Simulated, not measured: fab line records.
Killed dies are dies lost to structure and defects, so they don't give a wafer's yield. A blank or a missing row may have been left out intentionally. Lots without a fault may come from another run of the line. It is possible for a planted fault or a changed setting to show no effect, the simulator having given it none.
Which tool was responsible? + flow nand harc + route of 1302 steps, sampled at 1 step: 6 lots, 18 wafers

WHAT EACH GAUGE READ, for each wafer
NHARC_A_ONON_D2_INSPECT_32.
| lot  | measured     | on                | raw defect count |
|------|--------------|-------------------|------------------|
| L274 | day 13 23:01 | defect inspect-01 | 459 420 238      |
| L279 | day 15 23:32 | defect inspect-01 | 319 402 272      |
| L281 | day 17 04:17 | defect inspect-02 | 541 387 320      |
| L286 | day 18 16:05 | defect inspect-01 | 513 493 314      |
| L292 | day 21 08:08 | defect inspect-02 | 365 501 252      |
| L294 | day 22 07:31 | defect inspect-01 | 331 548 370      |

WHICH TOOL RAN EACH LOT (tool, then ch and the chambers of the sampled wafers, then the start)
There is no process step in the record ahead of these readings.

THE ANSWER, worked out from the rows above alone
Rule: usual is defined by the lots themselves. Put in order of their means at a reading, lots are off if they are a third of the lots or fewer, leave a main group of 4 or more, and stand apart from it by a gap of 3 or more times the standard deviation of the main group's means; of several such gaps the widest counts. The tables above print the reading to a certain number of digits; a main group whose means all agree to those digits is not used. A lot without any number at a reading at which 4 lots or more have one is off too. The other lots that the step has rows for count as sound.
None of the lots is off at any reading shown; this tells nothing.

WHAT THE SIMULATOR HAD PUT IN
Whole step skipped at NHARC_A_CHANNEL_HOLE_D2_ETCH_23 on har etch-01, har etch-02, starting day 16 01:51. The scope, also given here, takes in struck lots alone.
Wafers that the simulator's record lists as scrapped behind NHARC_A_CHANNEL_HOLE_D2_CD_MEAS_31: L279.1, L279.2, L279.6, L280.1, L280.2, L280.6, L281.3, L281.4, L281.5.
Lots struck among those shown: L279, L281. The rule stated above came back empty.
